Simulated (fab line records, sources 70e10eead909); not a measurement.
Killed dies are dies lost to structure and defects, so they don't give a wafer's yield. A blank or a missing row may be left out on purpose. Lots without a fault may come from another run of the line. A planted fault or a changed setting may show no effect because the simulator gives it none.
fab line records | flow nand_harc
record lots=24 wafers=72 last_day=33
route steps=1302 shown A_BLC@1130 A_M1@1182 A_BONDPAD@1231 THIN_TSV@1246
lots that met no fault: from a run of the same line without faults
start_h: hours from the record's first day to the start of the lot's first wafer shown | wait_h: hours since the lot's step before | " the same as in the row above | L1.1+2: a row that stands for several wafers | - no value, or no start given | * or withheld: withheld | < > ~ a bound
route shown NAME@n: a module of which the file shows steps, and the number in the route of the first | usual: mean/standard deviation of fault-free wafers | same: alike in all rows | chamber/n: place in a boat | sites: the reading at each site | _std_site: their standard deviation | _edge_site: outer sites' mean less inner sites' | radius_mm: how far each site lies from the wafer's centre | mask NAME#n: copy n | behind: the tool/chamber that last shaped the wafer | hold: why the lot was held/for how many hours/how that ended | device: the transistor (n, p or np) that didn't switch | end of line: the same wafers' tests at the end of the route | a step without rows: its recipe alone | killed: dies lost to structure and defects at the first sort, not the wafer's yield | map: a wafer's dies, x killed, . not, _ none there
set.NAME: the setting as run; set.NAME@STEP: as run at that earlier step | model.NAME: the simulator's own value behind a step, which no gauge read
steps of the route over a sample of lots; a table a step, a row a wafer
services: from which hour (start_h, from the record's first day; less than 0 if before it) a tool's chamber was out of use, for how many hours, and why
## steps
# step NHARC_A_BLC_PVD_32
# recipe target_thk_a=50 chamber_pressure_pa=5 power_w=5000 substrate_temp_c=200 time_s=17.7 material=Ti
# usual cathode_dc_power_W=5000.2/0.9 throttle_valve_pct=29.7/1.3
# columns lot.wafer tool chamber start_h wait_h cathode_dc_power_W throttle_valve_pct
L075.4 pvd_sputter-01 - - - 5000.5 30.1
L075.2 " - " " 4999.8 30.3
L075.6 " - " " 5001.9 28.7
L076.4 pvd_sputter-01 - - - 4999.2 28.4
L076.5 " - " " 4999.5 30.2
L076.6 " - " " 5000.5 28.5
L074.1 pvd_sputter-01 - - - 4998.7 28.3
L074.3 " - " " 4999.2 30.3
L074.6 " - " " 5001.8 28.7
L078.1 pvd_sputter-03 - - - 5001.0 28.8
L078.3 " - " " 4999.6 30.2
L078.5 " - " " 5000.6 28.8
L077.1 pvd_sputter-02 - - - 4998.8 26.7
L077.6 " - " " 5000.6 30.2
L077.5 " - " " 5001.2 29.4
L079.3 pvd_sputter-03 - - - 5001.5 31.4
L079.1 " - " " 4998.9 32.4
L079.5 " - " " 5000.1 31.3
L080.4 pvd_sputter-03 - - - 4999.5 28.7
L080.5 " - " " 4999.7 30.0
L080.6 " - " " 4999.8 31.7
L082.4 pvd_sputter-01 - - - 5000.1 27.7
L082.1 " - " " 5000.5 28.9
L082.5 " - " " 5000.6 29.9
L081.1 pvd_sputter-02 - - - 5000.8 26.9
L081.4 " - " " 5001.6 29.8
L081.5 " - " " 5000.9 30.4
L083.3 pvd_sputter-02 - - - 4999.9 29.4
L083.2 " - " " 4998.8 30.2
L083.6 " - " " 4999.7 26.7
L084.1 pvd_sputter-01 - - - 5001.2 28.7
L084.5 " - " " 4999.5 30.1
L084.6 " - " " 4999.9 27.6
L085.2 pvd_sputter-01 - - - 5000.9 30.1
L085.3 " - " " 5001.8 27.7
L085.6 " - " " 4999.6 28.5
L086.3 pvd_sputter-03 - - - 4999.5 30.2
L086.1 " - " " 5000.3 28.9
L086.5 " - " " 5001.3 32.6
L087.1 pvd_sputter-03 - - - 4999.7 32.4
L087.6 " - " " 5000.7 31.7
L087.5 " - " " 5001.0 29.0
L089.4 pvd_sputter-01 - - - 5000.4 30.4
L089.2 " - " " 5001.3 30.0
L089.5 " - " " 5000.3 30.6
L088.3 pvd_sputter-02 - - - 4999.7 30.5
L088.1 " - " " 4999.3 27.3
L088.4 " - " " 4999.7 30.1
L091.4 pvd_sputter-03 - - - 5001.3 28.6
L091.1 " - " " 4999.3 32.6
L091.5 " - " " 4998.8 32.4
L090.3 pvd_sputter-01 - - - 5000.0 28.7
L090.2 " - " " 5001.2 30.1
L090.6 " - " " 5000.2 28.5
L092.4 pvd_sputter-03 - - - 5002.0 28.5
L092.1 " - " " 4999.5 32.3
L092.2 " - " " 4999.6 30.2
L093.4 pvd_sputter-02 - - - 5001.8 30.1
L093.2 " - " " 4999.7 29.7
L093.6 " - " " 4999.6 30.3
L094.3 pvd_sputter-02 - - - 4999.7 29.8
L094.2 " - " " 4999.3 30.0
L094.5 " - " " 5002.1 29.9
L096.3 pvd_sputter-02 - - - 5000.5 27.4
L096.2 " - " " 4999.1 30.1
L096.5 " - " " 5001.3 30.3
L095.3 pvd_sputter-01 - - - 4999.9 30.0
L095.4 " - " " 5000.1 27.7
L095.5 " - " " 5000.1 29.9
L097.3 pvd_sputter-01 - - - 5000.3 30.0
L097.2 " - " " 4999.4 30.3
L097.5 " - " " 5000.8 27.6
# step NHARC_A_M1_DESCUM_14
# recipe time_s=3 o2_flow_sccm=200 ar_flow_sccm=0 bias_power_w=0 chemistry=O2
# usual drypump_motor_current_A=5.8/0.47 oes_product_au=1.001/0.011 rf_vpp_V=57.8/0.91 showerhead_plenum_p_Torr=1.91/0.07 throttle_valve_pct=11.312/0.0092
# same bias_power_w=0
# columns lot.wafer tool chamber start_h wait_h drypump_motor_current_A oes_product_au rf_hours_counter_h rf_vpp_V showerhead_plenum_p_Torr throttle_valve_pct
L075.2 rie_diel-03 3 525.60 0.1 5.7 0.997 1.1 59.1 1.94 11.300
L075.4 " 1 " " 5.5 0.992 1.3 56.5 1.85 11.322
L075.6 " 0 " " 5.8 0.986 - 56.8 2.01 11.317
L076.4 rie_diel-03 1 537.05 0.1 5.5 0.988 1.8 57.2 1.85 11.314
L076.5 " 3 " " 5.6 1.015 - 57.4 1.94 11.322
L076.6 " 0 " " 5.7 0.986 - 58.2 2.01 11.304
L074.3 rie_diel-03 0 538.51 0.1 5.7 0.993 1.9 59.4 2.01 11.301
L074.1 " 2 " " 5.5 1.010 1.7 57.8 1.85 11.310
L074.6 " 0 " " 5.7 0.997 - 58.6 2.01 11.303
L078.1 rie_diel-10 3 553.23 0.1 6.1 1.001 6.7 57.7 1.91 11.318
L078.3 " 0 " " 6.4 0.993 8.1 58.2 2.00 11.317
L078.5 " 2 " " 6.7 0.996 - 58.3 1.87 11.311
L077.1 rie_diel-10 0 554.69 0.1 6.4 0.998 8.1 56.9 2.00 11.315
L077.5 " 0 " " 6.4 0.994 - 59.3 2.00 11.310
L077.6 " 1 " " 5.8 1.007 - 57.6 1.87 11.316
L079.1 rie_diel-12 0 575.51 0.1 6.7 1.013 5.4 56.9 1.84 11.299
L079.3 " 1 " " 5.1 0.995 4.5 58.1 1.81 11.321
L079.5 " 0 " " 6.8 1.001 - 57.4 1.84 11.311
L080.4 rie_diel-12 0 577.94 0.1 6.7 1.011 5.5 57.2 1.84 11.316
L080.5 " 3 " " 5.3 1.008 - 58.5 2.01 11.305
L080.6 " 0 " " 6.7 1.001 - 57.9 1.84 11.298
L082.1 rie_diel-03 0 599.96 0.1 5.8 0.982 3.3 57.6 2.01 11.322
L082.5 " 2 " " 5.6 1.019 - 56.7 1.85 11.323
L082.4 " 3 " " 5.6 0.997 - 57.8 1.93 11.306
L081.4 rie_diel-03 3 606.75 0.1 5.7 1.003 3.4 59.3 1.94 11.312
L081.1 " 0 " " 5.7 0.994 3.6 57.1 2.01 11.300
L081.5 " 1 " " 5.5 1.004 - 56.2 1.85 11.299
L083.2 rie_diel-10 3 609.81 0.1 6.1 1.001 0.0 57.6 1.91 11.290
L083.3 " 0 " " 6.4 1.002 0.0 57.8 2.00 11.324
L083.6 " 2 " " 6.7 1.002 - 57.8 1.87 11.314
L084.1 rie_diel-12 3 635.52 0.1 5.3 0.994 0 56.6 2.01 11.311
L084.5 " 3 " " 5.3 1.006 - 57.2 2.01 11.315
L084.6 " 2 " " 5.8 1.002 - 58.6 1.96 11.302
L085.3 rie_diel-12 3 638.12 0.1 5.2 1.002 0.1 58.2 2.01 11.328
L085.2 " 2 " " 5.8 0.993 0.1 58.4 1.96 11.301
L085.6 " 2 " " 5.8 0.995 - 58.0 1.96 11.324
L086.3 rie_diel-03 0 649.95 0.1 5.7 0.993 0 58.5 2.01 11.324
L086.1 " 1 " " 5.5 0.990 0 58.0 1.85 11.305
L086.5 " 3 " " 5.6 0.998 - 59.3 1.93 11.316
L087.1 rie_diel-03 0 654.18 0.1 5.7 0.998 0.1 58.0 2.01 11.324
L087.6 " 3 " " 5.6 1.015 - 58.4 1.94 11.327
L087.5 " 0 " " 5.7 0.996 - 58.3 2.01 11.294
L089.4 rie_diel-03 0 662.71 0.1 5.7 0.988 0.3 59.4 2.01 11.316
L089.2 " 2 " " 5.5 1.018 0.3 55.6 1.85 11.313
L089.5 " 0 " " 5.7 0.996 - 58.0 2.01 11.309
L088.1 rie_diel-12 0 668.68 0.1 6.7 1.008 1.8 56.8 1.84 11.298
L088.3 " 2 " " 5.8 1.006 3.0 57.4 1.96 11.310
L088.4 " 3 " " 5.3 1.023 3.3 56.9 2.01 11.308
L091.1 rie_diel-03 3 700.97 0.1 5.6 0.998 0.9 57.8 1.93 11.312
L091.4 " 0 " " 5.7 0.986 0.9 58.5 2.01 11.307
L091.5 " 3 " " 5.6 1.009 - 57.1 1.93 11.311
L090.2 rie_diel-10 3 702.73 0.1 6.1 0.989 5.5 58.7 1.91 11.328
L090.3 " 0 " " 6.4 0.999 5.7 57.8 2.00 11.308
L090.6 " 2 " " 6.7 1.018 - 57.9 1.87 11.321
L092.1 rie_diel-12 1 705.02 0.1 5.0 1.001 5.0 56.8 1.81 11.319
L092.4 " 2 " " 5.8 0.997 4.8 57.5 1.96 11.320
L092.2 " 0 " " 6.7 0.992 3.7 57.7 1.84 11.307
L093.4 rie_diel-03 1 713.99 0.1 5.5 0.996 1.1 59.3 1.85 11.302
L093.2 " 2 " " 5.5 1.010 1.2 58.9 1.85 11.310
L093.6 " 2 " " 5.5 1.014 - 57.0 1.85 11.309
L094.2 rie_diel-12 1 727.16 0.1 5.1 1.004 6.5 57.7 1.81 11.310
L094.3 " 2 " " 5.9 1.005 6.3 58.4 1.96 11.322
L094.5 " 2 " " 5.8 1.003 - 58.8 1.96 11.303
L096.2 rie_diel-12 2 744.35 0.1 5.8 0.995 6.8 59.5 1.96 11.309
L096.3 " 3 " " 5.3 1.013 6.8 59.0 2.01 11.312
L096.5 " 3 " " 5.3 1.006 - 58.4 2.01 11.315
L095.4 rie_diel-03 2 745.24 0.1 5.5 1.020 1.5 58.1 1.85 11.318
L095.3 " 0 " " 5.7 1.007 1.7 58.2 2.01 11.312
L095.5 " 3 " " 5.6 1.019 - 57.9 1.93 11.311
L097.2 rie_diel-10 2 762.81 0.1 6.7 1.003 9.6 56.4 1.87 11.312
L097.3 " 0 " " 6.5 0.999 9.7 58.6 2.00 11.316
L097.5 " 2 " " 6.7 1.004 - 57.7 1.86 11.298
# step NHARC_A_M1_ETCH_15
# recipe target_depth_a=1825 time_s=91.2 c4f8_flow_sccm=withheld ar_flow_sccm=400 rf_w=600 bias_w=300 chemistry=C4F8/Ar
# usual oes_product_au=0.953/0.023 rf_vpp_V=440.8/2.3
# columns lot.wafer tool chamber start_h wait_h oes_product_au rf_hours_counter_h rf_vpp_V
L075.2 rie_diel-03 0 - - 0.945 1.3 443.1
L075.4 " 3 " " 0.952 1.2 441.6
L075.6 " 0 " " 0.937 - 443.8
L076.4 rie_diel-03 1 - - 0.971 1.8 439.0
L076.5 " 0 " " 0.961 - 445.0
L076.6 " 1 " " 0.970 - 439.6
L074.3 rie_diel-03 0 - - 0.955 1.9 444.1
L074.1 " 1 " " 0.968 1.9 439.6
L074.6 " 0 " " 0.955 - 443.3
L078.3 rie_diel-10 2 - - 0.932 7.3 439.8
L078.1 " 3 " " 0.952 6.7 441.0
L078.5 " 1 " " 0.962 - 439.3
L077.1 rie_diel-10 0 - - 0.922 8.1 444.2
L077.6 " 1 " " 0.938 - 438.5
L077.5 " 2 " " 0.923 - 440.0
L079.1 rie_diel-12 0 - - 0.928 5.4 437.8
L079.3 " 1 " " 0.906 4.5 437.4
L079.5 " 3 " " 0.932 - 444.1
L080.4 rie_diel-12 1 - - 0.919 4.6 440.5
L080.5 " 1 " " 0.922 - 435.8
L080.6 " 2 " " 0.918 - 441.6
L082.1 rie_diel-03 2 - - 0.961 3.3 438.1
L082.5 " 3 " " 0.948 - 441.1
L082.4 " 0 " " 0.945 - 444.5
L081.4 rie_diel-03 3 - - 0.926 3.5 442.0
L081.1 " 0 " " 0.910 3.6 443.8
L081.5 " 3 " " 0.920 - 441.1
L083.3 rie_diel-10 3 - - 0.972 0.1 440.8
L083.2 " 0 " " 0.984 0.0 442.0
L083.6 " 2 " " 0.977 - 438.5
L084.1 rie_diel-12 1 - - 0.967 0.0 435.2
L084.5 " 2 " " 0.955 - 442.8
L084.6 " 3 " " 0.972 - 443.2
L085.2 rie_diel-12 3 - - 0.966 0.1 443.4
L085.3 " 1 " " 0.981 0.1 438.2
L085.6 " 2 " " 0.954 - 441.5
L086.1 rie_diel-03 1 - - 0.979 0.0 439.5
L086.3 " 3 " " 0.962 0.0 441.3
L086.5 " 2 " " 0.995 - 439.9
L087.1 rie_diel-03 1 - - 0.974 0.1 440.9
L087.6 " 0 " " 0.960 - 444.3
L087.5 " 1 " " 0.978 - 437.2
L089.4 rie_diel-03 0 - - 0.961 0.4 444.6
L089.2 " 2 " " 0.988 0.3 439.5
L089.5 " 3 " " 0.980 - 441.2
L088.1 rie_diel-12 2 - - 0.977 3.0 441.7
L088.4 " 3 " " 0.988 3.3 443.0
L088.3 " 1 " " 0.968 2.8 438.5
L091.1 rie_diel-03 3 - - 0.948 0.9 442.0
L091.4 " 0 " " 0.942 0.9 444.2
L091.5 " 0 " " 0.946 - 444.1
L090.2 rie_diel-10 3 - - 0.928 5.5 439.0
L090.3 " 0 " " 0.934 5.7 443.7
L090.6 " 2 " " 0.929 - 438.9
L092.4 rie_diel-12 1 - - 0.931 5.1 437.6
L092.2 " 2 " " 0.918 4.9 442.6
L092.1 " 3 " " 0.938 4.9 443.7
L093.2 rie_diel-03 2 - - 0.938 1.2 439.0
L093.4 " 1 " " 0.927 1.2 438.4
L093.6 " 2 " " 0.931 - 439.7
L094.3 rie_diel-12 1 - - 0.969 6.6 437.2
L094.2 " 3 " " 0.984 6.3 443.8
L094.5 " 1 " " 0.961 - 438.5
L096.3 rie_diel-12 2 - - 0.962 6.9 442.5
L096.2 " 1 " " 0.969 7.3 438.1
L096.5 " 1 " " 0.953 - 437.9
L095.4 rie_diel-03 3 - - 0.953 1.8 441.6
L095.3 " 0 " " 0.971 1.7 443.4
L095.5 " 2 " " 0.977 - 438.0
L097.3 rie_diel-10 0 - - 0.939 9.7 444.2
L097.2 " 1 " " 0.911 9.5 439.7
L097.5 " 0 " " 0.932 - 443.0
# step NHARC_A_M1_INSPECT_27
# usual raw_defect_count=553/120
# columns lot.wafer tool chamber start_h wait_h raw_defect_count
L075.2 defect_inspect-01 - 528.17 0.0 473
L075.4 " - " " 487
L075.6 " - " " 474
L076.4 defect_inspect-01 - 539.61 0.0 583
L076.5 " - " " 613
L076.6 " - " " 528
L074.1 defect_inspect-02 - 541.08 0.0 544
L074.3 " - " " 622
L074.6 " - " " 810
L078.1 defect_inspect-01 - 555.79 0.0 553
L078.3 " - " " 552
L078.5 " - " " 421
L077.1 defect_inspect-01 - 557.26 0.0 443
L077.5 " - " " 355
L077.6 " - " " 398
L079.1 defect_inspect-02 - 578.07 0.0 604
L079.3 " - " " 595
L079.5 " - " " 529
L080.4 defect_inspect-02 - 580.50 0.0 608
L080.5 " - " " 595
L080.6 " - " " 424
L082.1 defect_inspect-01 - 602.57 0.0 730
L082.4 " - " " 718
L082.5 " - " " 636
L081.1 defect_inspect-02 - 609.30 0.0 550
L081.4 " - " " 401
L081.5 " - " " 518
L083.2 defect_inspect-01 - 612.43 0.1 641
L083.3 " - " " 583
L083.6 " - " " 505
L084.1 defect_inspect-01 - 638.17 0.0 704
L084.5 " - " " 596
L084.6 " - " " 543
L085.2 defect_inspect-02 - 640.74 0.0 387
L085.3 " - " " 416
L085.6 " - " " 430
L086.1 defect_inspect-01 - 652.59 0.0 555
L086.3 " - " " 460
L086.5 " - " " 482
L087.1 defect_inspect-02 - 656.74 0.0 720
L087.5 " - " " 780
L087.6 " - " " 446
L089.2 defect_inspect-01 - 665.30 0.0 436
L089.4 " - " " 422
L089.5 " - " " 403
L088.1 defect_inspect-02 - 671.25 0.0 533
L088.3 " - " " 694
L088.4 " - " " 836
L091.1 defect_inspect-01 - 703.54 0.0 523
L091.4 " - " " 508
L091.5 " - " " 466
L090.2 defect_inspect-01 - 708.41 0.0 415
L090.3 " - " " 497
L090.6 " - " " 400
L092.1 defect_inspect-01 - 709.18 0.0 481
L092.2 " - " " 514
L092.4 " - " " 569
L093.2 defect_inspect-01 - 716.57 0.0 703
L093.4 " - " " 676
L093.6 " - " " 593
L094.2 defect_inspect-02 - 729.73 0.0 645
L094.3 " - " " 700
L094.5 " - " " 579
L096.2 defect_inspect-02 - 747.06 0.0 531
L096.3 " - " " 475
L096.5 " - " " 495
L095.3 defect_inspect-01 - 748.24 0.0 476
L095.4 " - " " 536
L095.5 " - " " 594
L097.2 defect_inspect-02 - 765.44 0.0 620
L097.3 " - " " 541
L097.5 " - " " 448
# step NHARC_A_BONDPAD_CMP_19
# recipe t_overpolish_s=30 cu_recess_touch_s=16 target_thk_nm=169.82
# usual motor_current_A=11.7/0.78 overpolish_run_s=30.001/0.0089 retaining_ring_pressure_frac=1.000/0.0046
# columns lot.wafer tool chamber start_h wait_h motor_current_A overpolish_run_s retaining_ring_pressure_frac
L075.4 cmp-03 2 532.20 - 11.5 29.989 0.998
L075.2 " 1 " " 11.8 30.006 1.001
L075.6 " 3 " " 11.8 29.997 1.004
L076.4 cmp-02 1 543.73 - 12.8 30.012 0.992
L076.6 " 2 " " 11.4 30.000 1.006
L076.5 " 3 " " 12.3 29.995 1.005
L074.1 cmp-02 1 545.19 - 12.3 30.013 0.990
L074.3 " 2 " " 11.8 30.000 1.003
L074.6 " 3 " " 12.9 30.000 0.999
L078.1 cmp-03 2 559.87 - 11.7 29.998 1.004
L078.3 " 3 " " 12.1 30.000 0.997
L078.5 " 1 " " 11.8 29.999 0.991
L077.1 cmp-01 1 561.60 - 10.5 29.990 1.002
L077.5 " 1 " " 10.9 29.993 1.001
L077.6 " 2 " " 10.4 30.004 0.995
L079.1 cmp-01 1 582.26 - 11.4 30.026 1.005
L079.3 " 2 " " 10.2 30.004 1.003
L079.5 " 1 " " 11.1 30.000 0.998
L080.4 cmp-03 1 584.72 - 11.8 30.015 0.996
L080.5 " 3 " " 12.3 29.999 0.992
L080.6 " 0 " " 11.1 29.991 0.998
L082.4 cmp-03 2 606.60 - 11.5 30.000 0.998
L082.1 " 0 " " 11.7 30.001 0.995
L082.5 " 2 " " 11.2 30.017 0.998
L081.1 cmp-01 3 613.39 - 11.9 30.006 1.007
L081.4 " 0 " " 13.0 29.989 0.993
L081.5 " 2 " " 10.6 30.020 0.995
L083.2 cmp-02 3 616.51 - 12.7 30.002 1.003
L083.3 " 0 " " 11.5 29.979 0.996
L083.6 " 2 " " 11.9 29.994 0.997
L084.1 cmp-01 0 642.25 - 13.1 30.012 1.000
L084.6 " 0 " " 12.6 30.007 1.000
L084.5 " 1 " " 11.0 29.992 1.003
L085.3 cmp-02 0 645.03 - 11.4 29.995 0.998
L085.2 " 3 " " 12.7 30.000 0.999
L085.6 " 1 " " 12.8 30.009 1.002
L086.1 cmp-01 2 657.13 - 10.4 29.992 0.996
L086.3 " 0 " " 12.4 30.000 0.998
L086.5 " 1 " " 10.7 29.989 1.001
L087.1 cmp-01 2 660.96 - 10.4 30.000 1.002
L087.6 " 0 " " 12.2 29.997 0.997
L087.5 " 1 " " 10.5 30.000 1.001
L089.2 cmp-03 1 669.68 - 12.3 29.989 0.997
L089.4 " 3 " " 11.9 29.993 0.993
L089.5 " 1 " " 12.1 30.001 1.002
L088.3 cmp-01 1 675.28 - 11.0 30.014 0.996
L088.4 " 3 " " 12.2 29.987 1.010
L088.1 " 0 " " 12.2 30.000 1.001
L091.1 cmp-01 0 708.83 - 12.6 29.997 0.999
L091.4 " 1 " " 10.9 29.996 1.004
L091.5 " 3 " " 11.6 30.004 0.997
L090.2 cmp-03 3 712.61 - 12.3 29.999 0.994
L090.3 " 0 " " 11.9 30.004 0.997
L090.6 " 2 " " 11.4 30.013 1.001
L092.4 cmp-01 0 713.52 - 12.6 30.011 1.004
L092.1 " 1 " " 11.6 30.014 0.994
L092.2 " 2 " " 10.5 29.996 0.999
L093.4 cmp-01 0 720.92 - 12.8 30.007 1.000
L093.2 " 1 " " 11.0 30.015 1.003
L093.6 " 3 " " 12.2 30.015 1.006
L094.3 cmp-03 0 733.91 - 11.8 30.008 1.002
L094.2 " 1 " " 11.6 30.007 0.994
L094.5 " 3 " " 12.6 29.994 1.005
L096.2 cmp-01 1 751.21 - 10.3 30.004 1.005
L096.3 " 0 " " 12.9 30.001 1.003
L096.5 " 1 " " 10.6 29.994 1.008
L095.4 cmp-02 1 752.28 - 12.9 30.001 1.004
L095.3 " 2 " " 10.8 29.994 0.991
L095.5 " 0 " " 11.5 30.000 1.006
L097.3 cmp-03 1 769.59 - 11.9 29.998 0.996
L097.2 " 3 " " 12.4 29.994 1.002
L097.5 " 1 " " 12.3 30.011 0.998
# step NHARC_THIN_TSV_THK_MEAS_02
# recipe thk_meas_gauge=ir
# usual thk_nm=3059/190
# columns lot.wafer tool chamber start_h wait_h thk_nm
L075.2 film_metro-02 - 543.49 - 2754
L075.4 " - " " 2949
L075.6 " - " " 2475
L076.4 film_metro-01 - 556.27 - 3247
L076.5 " - " " 3409
L076.6 " - " " 3228
L074.1 film_metro-01 - 557.48 - 2761
L074.3 " - " " 2820
L074.6 " - " " 2685
L078.1 film_metro-02 - 571.54 - 3094
L078.3 " - " " 3148
L078.5 " - " " 3211
L077.1 film_metro-01 - 572.71 - 3084
L077.5 " - " " 3130
L077.6 " - " " 3124
L079.1 film_metro-01 - 593.80 - 2772
L079.3 " - " " 3205
L079.5 " - " " 2855
L080.4 film_metro-01 - 595.00 - 2974
L080.5 " - " " 2665
L080.6 " - " " 2797
L082.1 film_metro-01 - 618.37 0.2 3330
L082.4 " - " " 3035
L082.5 " - " " 3490
L081.1 film_metro-02 - 627.55 - 2886
L081.4 " - " " 2613
L081.5 " - " " 2786
L083.2 film_metro-02 - 628.77 0.2 3112
L083.3 " - " " 3329
L083.6 " - " " 3107
L084.1 film_metro-02 - 655.61 0.2 3142
L084.5 " - " " 3074
L084.6 " - " " 2838
L085.2 film_metro-02 - 656.82 - 3398
L085.3 " - " " 3175
L085.6 " - " " 3093
L086.1 film_metro-01 - 671.53 0.2 3096
L086.3 " - " " 2902
L086.5 " - " " 2957
L087.1 film_metro-01 - 672.73 - 3035
L087.5 " - " " 3298
L087.6 " - " " 3109
L089.2 film_metro-02 - 684.41 - 3252
L089.4 " - " " 3045
L089.5 " - " " 2852
L088.1 film_metro-01 - 685.60 - 3399
L088.3 " - " " 2978
L088.4 " - " " 3451
L091.1 film_metro-02 - 721.51 - 3187
L091.4 " - " " 2928
L091.5 " - " " 2994
L090.2 film_metro-01 - 722.70 0.2 3032
L090.3 " - " " 3171
L090.6 " - " " 3081
L092.1 film_metro-01 - 725.21 - 3312
L092.2 " - " " 3228
L092.4 " - " " 3206
L093.2 film_metro-02 - 732.69 - 3218
L093.4 " - " " 3353
L093.6 " - " " 3221
L094.2 film_metro-02 - 745.61 - 3032
L094.3 " - " " 3063
L094.5 " - " " 3174
L096.2 film_metro-02 - 762.93 0.2 2828
L096.3 " - " " 3132
L096.5 " - " " 3013
L095.3 film_metro-01 - 764.13 - 2982
L095.4 " - " " 3208
L095.5 " - " " 2983
L097.2 film_metro-01 - 781.28 - 3256
L097.3 " - " " 3059
L097.5 " - " " 3071
## services
# columns tool chamber start_h hours kind
cmp-01 - 500.44 1.1 repair
rie_diel-03 - 543.87 0.6 repair
cmp-01 - 577.77 4.0 pm
pvd_sputter-01 - 582.00 10.0 pm
rie_diel-03 2 584.49 4.5 repair
rie_diel-10 - 596.50 9.0 pm
rie_diel-03 1 599.66 1.2 repair
cmp-01 - 600.88 1.4 repair
rie_diel-12 - 622.40 9.0 pm
rie_diel-12 0 631.63 20.0 repair
rie_diel-03 - 639.54 9.0 pm
cmp-01 - 644.80 0.2 repair
pvd_sputter-01 - 645.71 4.6 repair
rie_diel-10 3 656.52 2.0 repair
rie_diel-12 - 658.92 0.5 repair
cmp-01 - 675.77 4.0 pm
pvd_sputter-01 - 698.62 2.1 repair
pvd_sputter-01 - 703.64 3.8 repair
rie_diel-03 2 719.51 5.3 repair
rie_diel-12 2 728.10 3.0 repair
cmp-01 - 730.02 1.1 repair
rie_diel-12 0 743.53 4.4 repair
rie_diel-03 - 744.34 0.4 repair
rie_diel-03 3 760.18 8.2 repair
## key
fault none
